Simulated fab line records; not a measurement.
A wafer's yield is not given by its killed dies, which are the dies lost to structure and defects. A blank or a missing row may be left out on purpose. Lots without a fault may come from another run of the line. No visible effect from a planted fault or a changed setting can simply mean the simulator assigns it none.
Chamber matching / flow n5_finfet / 4 sister chambers for N5_BEOL_M11_ETCH_66 on rie_diel-05
The step etches SOC in N2/H2, target depth 120 nm, overetch 24 nm, time 180 s. 18 wafers are shown with their chamber, then 9 later ones without.

## WAFERS WITH THEIR CHAMBER
wafer=L074.1; chamber=0; showerhead_plenum_p_Torr (Torr)=2.51; drypump_motor_current_A (A)=5.80; throttle_valve_pct (%)=18.24
wafer=L074.4; chamber=3; showerhead_plenum_p_Torr (Torr)=2.43; drypump_motor_current_A (A)=6.02; throttle_valve_pct (%)=17.87
wafer=L074.6; chamber=0; showerhead_plenum_p_Torr (Torr)=2.51; drypump_motor_current_A (A)=5.81; throttle_valve_pct (%)=18.24
wafer=L075.1; chamber=2; showerhead_plenum_p_Torr (Torr)=2.69; drypump_motor_current_A (A)=5.82; throttle_valve_pct (%)=18.00
wafer=L075.2; chamber=3; showerhead_plenum_p_Torr (Torr)=2.43; drypump_motor_current_A (A)=6.00; throttle_valve_pct (%)=17.88
wafer=L075.4; chamber=3; showerhead_plenum_p_Torr (Torr)=2.43; drypump_motor_current_A (A)=6.00; throttle_valve_pct (%)=17.89
wafer=L081.1; chamber=2; showerhead_plenum_p_Torr (Torr)=2.69; drypump_motor_current_A (A)=5.82; throttle_valve_pct (%)=18.01
wafer=L081.5; chamber=2; showerhead_plenum_p_Torr (Torr)=2.69; drypump_motor_current_A (A)=5.80; throttle_valve_pct (%)=18.01
wafer=L081.6; chamber=3; showerhead_plenum_p_Torr (Torr)=2.42; drypump_motor_current_A (A)=6.00; throttle_valve_pct (%)=17.91
wafer=L082.1; chamber=1; showerhead_plenum_p_Torr (Torr)=2.50; drypump_motor_current_A (A)=5.67; throttle_valve_pct (%)=17.56
wafer=L082.4; chamber=0; showerhead_plenum_p_Torr (Torr)=2.50; drypump_motor_current_A (A)=5.82; throttle_valve_pct (%)=17.85
wafer=L082.6; chamber=3; showerhead_plenum_p_Torr (Torr)=2.42; drypump_motor_current_A (A)=6.00; throttle_valve_pct (%)=17.90
wafer=L085.2; chamber=2; showerhead_plenum_p_Torr (Torr)=2.68; drypump_motor_current_A (A)=5.81; throttle_valve_pct (%)=18.04
wafer=L085.3; chamber=3; showerhead_plenum_p_Torr (Torr)=2.42; drypump_motor_current_A (A)=6.01; throttle_valve_pct (%)=17.93
wafer=L085.6; chamber=0; showerhead_plenum_p_Torr (Torr)=2.50; drypump_motor_current_A (A)=5.81; throttle_valve_pct (%)=17.85
wafer=L086.3; chamber=0; showerhead_plenum_p_Torr (Torr)=2.49; drypump_motor_current_A (A)=5.82; throttle_valve_pct (%)=17.86
wafer=L086.4; chamber=3; showerhead_plenum_p_Torr (Torr)=2.42; drypump_motor_current_A (A)=6.01; throttle_valve_pct (%)=17.93
wafer=L086.6; chamber=3; showerhead_plenum_p_Torr (Torr)=2.42; drypump_motor_current_A (A)=6.01; throttle_valve_pct (%)=17.93

SIGNATURES (means of the wafers above)
reading=showerhead_plenum_p_Torr; chamber 0=2.5020; chamber 1=2.5000; chamber 2=2.6875; chamber 3=2.4238; scatter within a chamber=0.00622
reading=drypump_motor_current_A; chamber 0=5.8120; chamber 1=5.6700; chamber 2=5.8125; chamber 3=6.0062; scatter within a chamber=0.0082
reading=throttle_valve_pct; chamber 0=18.0080; chamber 1=17.5600; chamber 2=18.0150; chamber 3=17.9050; scatter within a chamber=0.115
Rule: a wafer lies at a distance from a chamber equal to the root of the sum of squares, over the readings, of (its reading less the chamber's mean, divided by the reading's scatter). The wafer belongs to the nearest chamber; if the next one is less than 2 further off, it can't be placed. How the scatter is found: for the shown wafers, subtract from each reading the mean of its chamber, square and add these, divide the total by (wafers less chambers), then take the root.

## WAFERS WITHOUT THEIR CHAMBER
wafer=L090.2; showerhead_plenum_p_Torr (Torr)=2.49; drypump_motor_current_A (A)=5.83; throttle_valve_pct (%)=17.87
wafer=L090.5; showerhead_plenum_p_Torr (Torr)=2.49; drypump_motor_current_A (A)=5.70; throttle_valve_pct (%)=17.58
wafer=L090.6; showerhead_plenum_p_Torr (Torr)=2.49; drypump_motor_current_A (A)=5.84; throttle_valve_pct (%)=17.86
wafer=L091.1; showerhead_plenum_p_Torr (Torr)=2.68; drypump_motor_current_A (A)=5.83; throttle_valve_pct (%)=18.06
wafer=L091.4; showerhead_plenum_p_Torr (Torr)=2.49; drypump_motor_current_A (A)=5.67; throttle_valve_pct (%)=17.60
wafer=L091.5; showerhead_plenum_p_Torr (Torr)=2.41; drypump_motor_current_A (A)=6.02; throttle_valve_pct (%)=17.94
wafer=L092.1; showerhead_plenum_p_Torr (Torr)=2.49; drypump_motor_current_A (A)=5.68; throttle_valve_pct (%)=17.60
wafer=L092.2; showerhead_plenum_p_Torr (Torr)=2.68; drypump_motor_current_A (A)=5.83; throttle_valve_pct (%)=18.06
wafer=L092.5; showerhead_plenum_p_Torr (Torr)=2.49; drypump_motor_current_A (A)=5.68; throttle_valve_pct (%)=17.59

## WHICH CHAMBER EACH ONE RAN IN
wafer=L090.2; from the rows above=0; in truth=0
wafer=L090.5; from the rows above=1; in truth=1
wafer=L090.6; from the rows above=0; in truth=0
wafer=L091.1; from the rows above=2; in truth=2
wafer=L091.4; from the rows above=1; in truth=1
wafer=L091.5; from the rows above=3; in truth=3
wafer=L092.1; from the rows above=1; in truth=1
wafer=L092.2; from the rows above=2; in truth=2
wafer=L092.5; from the rows above=1; in truth=1
Placed correctly: 9 of 9. Can't be placed from these rows: 0. Number placed wrongly: 0.
